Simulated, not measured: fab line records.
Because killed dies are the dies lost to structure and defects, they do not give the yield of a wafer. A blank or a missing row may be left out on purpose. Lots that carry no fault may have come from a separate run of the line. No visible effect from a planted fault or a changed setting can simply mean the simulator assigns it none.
fab line records    flow n5-finfet
record lots=11  wafers=29  last-day=19
route steps=1938 shown BEOL_M0@716 BEOL_M15@1812 MIM_TOP@1837 MIM_TOP_ETCH@1851 PASSIVATION@1936
lots with no fault: from the same line, run without faults
start-h: hours from the record's first day to the start of the lot's first wafer shown    wait-h: how many hours have passed since the lot's step before this one    " repeats the value in the row above    L1.1+2: a single row standing in for several wafers    - no value, or no start given    * or withheld: withheld    < > ~ a bound
route shown NAME@n: names a module that has steps shown in the file, with the first one's number in the route    usual: average and standard deviation across the fault-free wafers    same: alike in all rows    chamber/n: place in a boat    sites: the reading at each site    _std_site: standard deviation across them    _edge_site: mean of outer sites minus mean of inner sites    radius-mm: how far each site lies from the wafer's centre    mask NAME#n: copy n    behind: the tool/chamber that last shaped the wafer    hold: what put the lot on hold/how long, in hours/how the hold closed    device: names the non-switching transistor (n, p or np)    end of line: tests run on the same wafers once the route is complete    a step with no rows: only its recipe    killed: count of dies lost to structure and defects at first sort (not the wafer's yield)    map: a wafer's dies, x killed, . not, _ none there
set.NAME: the setting that was run; set.NAME@STEP: the one run at that earlier step    model.NAME: the simulator's own value behind a step, which no gauge read
route steps across a sampled set of lots; one table per step, one row per wafer
services: when a tool's chamber went out of use (start-h, in hours from the record's first day, below 0 if earlier), for how many hours, and the reason
## steps
# step N5_BEOL_M0_HM_OPEN_105
# recipe chemistry=Cl2/BCl3  target-depth-a=120  target=TiN  ion-energy-ev=150  pressure-mtorr=10  icp-w=1000  bias-w=126  Cl2_flow_sccm=53.25  bcl3-flow-sccm=21.75  Ar_flow_sccm=25
# usual bcl3-flow-sccm=21.75/0.062  chamber-pressure-mTorr=10.000/0.0084  drypump-motor-current-A=5.6/0.41  oes-product-au=0.79/0.13  throttle-valve-pct=22.0/0.37
lot.wafer  tool          chamber  start-h  wait-h  bcl3-flow-sccm  chamber-pressure-mTorr  drypump-motor-current-A  oes-product-au  rf-hours-counter-h  throttle-valve-pct
L420.2     rie-metal-02  1        112.23   0.1     21.73           9.984                   4.8                      0.70            70                  22.2
L420.3     "             0        "        "       21.63           9.989                   5.8                      0.65            -                   22.6
L420.5     "             1        "        "       21.70           9.985                   4.8                      0.71            -                   22.2
L421.3     rie-metal-01  1        119.69   2.0     21.79           9.994                   6.0                      0.95            -                   22.1
L421.4     "             0        "        "       21.69           10.011                  5.6                      0.85            -                   21.8
L422.1     rie-metal-01  0        141.35   2.3     21.80           10.000                  5.6                      0.84            11                  21.9
L422.5     "             1        "        "       21.75           9.991                   6.0                      0.93            -                   22.1
L422.6     "             0        "        "       21.72           10.010                  5.6                      0.84            -                   21.9
L423.1     rie-metal-01  1        144.73   2.8     21.66           10.014                  6.1                      0.92            2                   22.1
L423.5     "             0        "        "       21.78           9.991                   5.6                      0.85            -                   21.9
L426.1     rie-metal-01  0        156.16   0.4     21.75           9.996                   5.6                      0.84            13                  21.8
L426.3     "             0        "        "       21.72           9.997                   5.6                      0.85            -                   21.8
L426.4     "             1        "        "       21.84           9.999                   6.1                      0.90            -                   22.1
L425.1     rie-metal-02  0        156.20   3.2     21.81           10.005                  5.8                      0.64            119                 22.6
L425.2     "             1        "        "       21.75           9.990                   4.8                      0.70            74                  22.2
L427.1     rie-metal-01  1        159.32   0.1     21.74           10.012                  6.0                      0.90            4                   22.1
L427.2     "             0        "        "       21.75           10.006                  5.6                      0.84            13                  21.9
L427.4     "             0        "        "       21.77           10.000                  5.6                      0.84            -                   21.9
L429.1     rie-metal-03  1        181.51   13.1    21.68           9.989                   5.7                      0.58            134                 22.2
L429.2     "             1        "        "       21.59           10.012                  5.7                      0.57            -                   22.2
L429.5     "             1        "        "       21.73           9.997                   5.7                      0.58            -                   22.2
L435.1     rie-metal-01  0        209.76   2.8     21.77           10.008                  5.6                      0.81            19                  21.9
L435.3     "             1        "        "       21.77           10.004                  6.0                      0.87            -                   22.1
L435.5     "             0        "        "       21.68           9.986                   5.6                      0.81            -                   21.9
L437.1     rie-metal-01  0        218.88   0.1     21.79           10.003                  5.6                      0.81            20                  21.9
L437.3     "             0        "        "       21.80           10.003                  5.6                      0.80            -                   21.9
L437.6     "             0        "        "       21.77           9.987                   5.6                      0.81            -                   21.9
L443.1     rie-metal-02  0        252.02   0.1     21.73           10.000                  5.8                      1.00            0                   22.1
L443.4     "             1        "        "       21.76           10.018                  4.8                      0.69            -                   22.2
# step N5_BEOL_M15_STRIP_62
# recipe chemistry=O2  power-w=600  temp-c=60  pressure-mtorr=30  rf-frequency-hz=6e+07  bias-power-w=0  overash-fraction=0.3  o2-flow-sccm=225
# usual chamber-pressure-mTorr=30.000/0.028  drypump-motor-current-A=5.76/0.26  oes-product-au=0.79/0.089  rf-vpp-V=3.6/0.46  showerhead-plenum-p-Torr=2.08/0.062  throttle-valve-pct=16.6/0.3
lot.wafer  tool         chamber  start-h  wait-h  chamber-pressure-mTorr  drypump-motor-current-A  oes-product-au  rf-hours-counter-h  rf-vpp-V  showerhead-plenum-p-Torr  throttle-valve-pct
L420.2     rie-diel-01  2        -        -       30.033                  5.65                     0.68            234                 3.2       2.15                      16.9
L420.3     "            0        "        "       29.989                  5.66                     0.80            96                  3.1       2.04                      16.3
L420.5     "            3        "        "       30.014                  5.85                     0.87            -                   3.5       2.11                      16.1
L421.3     rie-diel-01  2        -        -       30.021                  5.68                     0.68            234                 3.2       2.15                      16.9
L421.4     "            3        "        "       30.106                  5.87                     0.87            27                  3.2       2.11                      16.1
L423.1     rie-diel-05  3        -        -       29.948                  5.76                     0.79            126                 4.0       2.01                      16.3
L423.5     "            3        "        "       30.025                  5.75                     0.79            -                   4.2       2.01                      16.3
L422.1     rie-diel-01  0        -        -       30.011                  5.69                     0.78            115                 3.1       2.04                      16.4
L422.5     "            1        "        "       29.976                  6.13                     0.79            -                   4.7       2.09                      16.6
L422.6     "            0        "        "       29.965                  5.67                     0.77            -                   2.8       2.04                      16.4
L429.1     rie-diel-05  1        -        -       30.027                  5.17                     0.68            215                 3.6       1.99                      17.1
L429.2     "            2        "        "       29.998                  5.68                     0.96            15                  3.0       2.08                      16.8
L429.5     "            2        "        "       30.005                  5.65                     0.96            -                   2.8       2.08                      16.8
L426.1     rie-diel-05  3        -        -       30.051                  5.76                     0.78            131                 3.4       2.00                      16.3
L426.3     "            2        "        "       29.959                  5.67                     0.96            17                  4.0       2.08                      16.8
L426.4     "            0        "        "       29.980                  5.77                     0.70            230                 3.8       2.07                      16.9
L427.1     rie-diel-05  0        -        -       29.972                  5.76                     0.70            230                 3.5       2.07                      16.9
L427.2     "            3        "        "       30.028                  5.77                     0.79            132                 4.2       2.00                      16.3
L427.4     "            1        "        "       30.005                  5.16                     0.68            218                 3.4       1.99                      17.1
L425.1     rie-diel-06  3        -        -       29.977                  5.39                     0.78            94                  3.8       2.17                      16.6
L425.2     "            2        "        "       29.998                  6.02                     0.73            166                 3.7       2.03                      16.9
L437.1     rie-diel-06  3        -        -       29.995                  5.41                     0.79            111                 3.6       2.17                      16.6
L437.3     "            0        "        "       30.035                  5.91                     0.70            209                 3.5       2.14                      16.7
L437.6     "            1        "        "       30.008                  6.27                     0.96            -                   3.1       2.22                      16.0
L435.1     rie-diel-01  0        -        -       29.977                  5.65                     0.76            136                 3.4       2.03                      16.4
L435.3     "            1        "        "       30.017                  6.09                     0.76            130                 4.6       2.08                      16.6
L435.5     "            0        "        "       29.979                  5.65                     0.75            -                   4.2       2.03                      16.4
L443.1     rie-diel-01  2        -        -       29.968                  5.66                     0.87            33                  4.3       2.13                      16.6
L443.4     "            3        "        "       30.016                  5.81                     0.78            86                  4.0       2.09                      16.3
# step N5_MIM_TOP_DEGAS_04
# recipe ambient=vacuum  temp-c=300  time-s=60
# usual heater-power-w=475/46
lot.wafer  tool            chamber  start-h  wait-h  heater-power-w
L420.2     pvd-sputter-03  -        276.13   -       432
L420.3     "               -        "        "       486
L420.5     "               -        "        "       508
L421.3     pvd-sputter-02  -        278.43   -       447
L421.4     "               -        "        "       451
L423.1     pvd-sputter-02  -        324.96   -       434
L423.5     "               -        "        "       446
L422.1     pvd-sputter-03  -        336.06   -       422
L422.5     "               -        "        "       414
L422.6     "               -        "        "       476
L429.1     pvd-sputter-01  -        336.17   -       461
L429.2     "               -        "        "       477
L429.5     "               -        "        "       484
L426.1     pvd-sputter-03  -        340.72   -       431
L426.3     "               -        "        "       486
L426.4     "               -        "        "       480
L427.1     pvd-sputter-02  -        341.24   -       527
L427.2     "               -        "        "       414
L427.4     "               -        "        "       438
L425.1     pvd-sputter-03  -        353.14   -       485
L425.2     "               -        "        "       432
L437.1     pvd-sputter-03  -        394.03   -       514
L437.3     "               -        "        "       485
L437.6     "               -        "        "       483
L435.1     pvd-sputter-01  -        406.46   -       487
L435.3     "               -        "        "       481
L435.5     "               -        "        "       604
L443.1     pvd-sputter-03  -        449.89   -       472
L443.4     "               -        "        "       491
# step N5_MIM_TOP_ETCH_ETCH_00
# recipe chemistry=Cl2/BCl3  target=TiN  target-depth-a=385  ion-energy-ev=150  pressure-mtorr=10  icp-w=1000  bias-w=126  Cl2_flow_sccm=53.25  bcl3-flow-sccm=21.75  Ar_flow_sccm=25
# usual bcl3-flow-sccm=21.74/0.059  chamber-pressure-mTorr=9.999/0.0088  drypump-motor-current-A=5.7/0.35  oes-product-au=0.82/0.073  throttle-valve-pct=22.7/0.31
lot.wafer  tool          chamber  start-h  wait-h  bcl3-flow-sccm  chamber-pressure-mTorr  drypump-motor-current-A  oes-product-au  rf-hours-counter-h  throttle-valve-pct
L420.2     rie-metal-01  0        276.86   0.1     21.85           9.997                   5.6                      0.79            24                  22.7
L420.3     "             0        "        "       21.78           9.995                   5.6                      0.79            -                   22.7
L420.5     "             0        "        "       21.68           10.014                  5.6                      0.80            -                   22.7
L421.3     rie-metal-01  0        279.21   0.1     21.76           10.001                  5.6                      0.80            -                   22.7
L421.4     "             1        "        "       21.61           9.992                   6.0                      0.84            -                   22.8
L423.1     rie-metal-01  1        325.72   0.1     21.80           9.999                   6.0                      0.82            19                  22.9
L423.5     "             0        "        "       21.75           9.995                   5.6                      0.77            -                   22.7
L422.1     rie-metal-02  1        337.04   0.1     21.76           10.013                  4.8                      0.67            90                  23.1
L422.5     "             0        "        "       21.67           10.014                  5.8                      0.95            -                   22.9
L422.6     "             1        "        "       21.75           9.996                   4.8                      0.67            -                   23.1
L429.1     rie-metal-01  1        337.12   0.1     21.75           9.989                   6.0                      0.84            20                  22.8
L429.2     "             0        "        "       21.74           10.008                  5.6                      0.78            29                  22.7
L429.5     "             1        "        "       21.78           9.991                   6.0                      0.83            -                   22.8
L426.1     rie-metal-01  0        342.92   0.1     21.73           9.986                   5.6                      0.77            29                  22.7
L426.3     "             0        "        "       21.75           10.014                  5.6                      0.77            -                   22.7
L426.4     "             1        "        "       21.69           9.990                   6.0                      0.82            -                   22.9
L427.1     rie-metal-01  1        343.04   0.1     21.76           9.986                   6.0                      0.83            20                  22.9
L427.2     "             0        "        "       21.74           9.995                   5.6                      0.79            30                  22.7
L427.4     "             1        "        "       21.71           10.015                  6.1                      0.83            -                   22.9
L425.1     rie-metal-03  1        353.87   0.1     21.81           10.006                  5.6                      0.82            12                  22.9
L425.2     "             0        "        "       21.71           9.999                   5.7                      0.88            14                  22.0
L437.1     rie-metal-02  1        394.66   0.1     21.71           9.999                   4.8                      0.66            96                  23.1
L437.3     "             1        "        "       21.68           10.011                  4.8                      0.66            -                   23.1
L437.6     "             1        "        "       21.71           10.014                  4.8                      0.66            -                   23.1
L435.1     rie-metal-03  1        407.12   0.1     21.74           10.001                  5.7                      0.78            17                  22.9
L435.3     "             1        "        "       21.80           9.994                   5.7                      0.79            -                   22.9
L435.5     "             1        "        "       21.73           10.007                  5.6                      0.79            -                   22.9
L443.1     rie-metal-03  1        450.70   0.1     21.67           9.992                   5.7                      0.77            22                  22.9
L443.4     "             1        "        "       21.62           10.006                  5.7                      0.77            -                   22.9
# step N5_PASSIVATION_PROBE_49
# usual defect-limited-yield=91.2/1.4  killed_at_M0_to_M3=34/9.3  killed_at_M4_up=14/5.9  killed-at-contacts=14/5.7  killed-at-front-end=38/10  killed-at-other=4/3.2  killed-dies=104/17  killed-open=67/13  killed-short=33/6.9  sort_bin_5_function=5.2/1  sort_bin_6_memory=3.3/0.61  sort_bin_8_speed=0.3/1.8  sort-n-pass=1069/52
# same gross-dies=1180  killed-at-back-side=0  sort_bin_4_leakage[%]=0
lot.wafer  tool       chamber  start-h  wait-h  defect-limited-yield[%]  killed_at_M0_to_M3  killed_at_M4_up  killed-at-contacts  killed-at-front-end  killed-at-other  killed-dies  killed-open  killed-short  sort_bin_5_function[%]  sort_bin_6_memory[%]  sort_bin_8_speed[%]  sort-n-pass
L437.1     prober-01  -        408.68   0.0     77.1                     149                 14               16                  63                   28               270          80           59            14.7                    5.3                   0                    910
L437.3     prober-01  -        408.78   0.1     80.6                     151                 14               20                  33                   11               229          76           36            12.5                    4.7                   0.1                  950
L437.6     prober-01  -        408.93   0.3     77.8                     141                 15               36                  58                   12               262          76           37            15.7                    4.3                   0                    918
L435.1     prober-02  -        416.73   0.0     79.4                     154                 16               11                  33                   29               243          76           30            13.7                    4.8                   0                    937
L435.3     prober-02  -        416.83   0.1     79.3                     163                 9                18                  21                   33               244          64           38            14.2                    5.2                   0                    936
L435.5     prober-02  -        416.93   0.2     80.4                     161                 16               6                   45                   3                231          76           36            11.4                    5.9                   0                    949
# killed by level:class
L437.1 BEOL_M0:unspecified=109 BEOL_M0_SAQP:geometric-particle:short=21 PASSIVATION:area-etch=20 FIN_SAQP:geometric-particle:open=13 MOL_CONTACT_COAG:geometric-particle:open=13 BEOL_M0_SAQP:geometric-particle:open=11 STI_FIN_REVEAL:geometric-particle:open=9 GATE_CUT:geometric-particle:short=8
L437.3 BEOL_M0:unspecified=111 STI_FIN_REVEAL:geometric-particle:open=16 MOL_CONTACT_COAG:geometric-particle:open=15 BEOL_M0_SAQP:geometric-particle:short=14 BEOL_M0_SAQP:geometric-particle:open=7 BEOL_M1:geometric-particle:open=7 BEOL_M3:geometric-particle:open=6 MOL_CONTACT_COAG:geometric-particle:short=5
L437.6 BEOL_M0:unspecified=107 MOL_CONTACT_COAG:area-etch=25 STI_FIN_REVEAL:geometric-particle:open=16 BEOL_M0_SAQP:geometric-particle:open=12 FIN_SAQP:geometric-particle:open=10 PASSIVATION:area-etch=10 BEOL_M0_SAQP:geometric-particle:short=9 MOL_CONTACT_COAG:geometric-particle:open=8
L435.1 BEOL_M0:unspecified=106 PASSIVATION:area-etch=29 BEOL_M3:geometric-particle:open=12 STI_FIN_REVEAL:geometric-particle:open=12 BEOL_M0_SAQP:geometric-particle:open=10 MOL_CONTACT_COAG:geometric-particle:open=8 BEOL_M0_SAQP:geometric-particle:short=6 BEOL_M5:geometric-particle:open=6
L435.3 BEOL_M0:unspecified=114 PASSIVATION:area-etch=22 MOL_CONTACT_COAG:geometric-particle:open=17 BEOL_M1:geometric-particle:open=16 BEOL_M0_SAQP:geometric-particle:short=9 BEOL_M2:geometric-particle:open=7 BEOL_M1:geometric-particle:short=6 GATE_CUT:geometric-particle:short=4
L435.5 BEOL_M0:unspecified=113 FIN_SAQP:geometric-particle:open=10 BEOL_M3:geometric-particle:open=10 STI_FIN_REVEAL:geometric-particle:open=9 BEOL_M0_SAQP:geometric-particle:open=8 BEOL_M2:geometric-particle:open=8 FIN_SAQP:geometric-particle:short=7 BEOL_M0_SAQP:geometric-particle:short=7
## services
tool            chamber  start-h  hours  kind
pvd-sputter-03  -        94.96    13.8   repair
rie-diel-06     -        132.24   0.2    repair
rie-diel-01     2        137.63   13.2   repair
rie-diel-06     -        142.13   0.4    repair
rie-metal-02    -        144.65   0.8    repair
rie-diel-01     3        145.39   3.7    repair
pvd-sputter-01  -        155.00   1.1    repair
pvd-sputter-01  -        161.50   48.4   repair
rie-diel-05     3        162.96   6.1    repair
rie-diel-05     2        176.92   13.9   repair
rie-diel-01     3        191.61   6.5    repair
rie-metal-02    -        204.99   0.6    repair
rie-metal-01    -        219.62   2.8    pm
rie-diel-01     1        226.27   14.9   repair
rie-diel-01     3        231.16   2.1    repair
rie-diel-01     1        243.55   4.0    repair
rie-diel-05     2        283.64   2.9    repair
rie-diel-05     2        290.80   7.5    repair
rie-metal-02    0        304.83   6.8    repair
rie-diel-05     2        344.91   8.1    repair
rie-diel-01     1        352.91   9.1    repair
rie-diel-01     0        360.33   9.2    repair
rie-metal-03    -        392.47   2.8    pm
rie-metal-01    -        438.23   10.0   pm
## key
first-sign step=N5_PASSIVATION_PROBE_49  reading=killed_at_M0_to_M3  direction=up  sigmas=13  usual=34  struck=153
effect step=N5_PASSIVATION_PROBE_49  reading=killed-dies  direction=up  sigmas=8.4  usual=104  struck=246
more-kills-born-at N5_BEOL_M0_HM_OPEN_105@rie-metal-01=660
met-at N5_BEOL_M0_HM_OPEN_105
struck-lots L435,L437
baseline-loss step=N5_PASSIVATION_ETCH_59  wafers=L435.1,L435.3
baseline-loss step=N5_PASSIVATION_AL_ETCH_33  wafers=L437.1
baseline-loss step=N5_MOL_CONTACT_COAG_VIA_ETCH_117  wafers=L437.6
not-acting-at N5_BEOL_M15_STRIP_62,N5_MIM_TOP_DEGAS_04,N5_MIM_TOP_ETCH_ETCH_00
onset-between 159.32 209.76
fault kind=chamber-particle-source  tool=rie-metal-01  chamber=-  onset-h=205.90  steps=N5_BEOL_M0_HM_OPEN_105  rate-per-visit-cm2=0.62312  end-h=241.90
# baseline-loss: these wafers lose ten dies or more at that step, a loss of the line's own and not of a fault; the sort's usual values leave them out
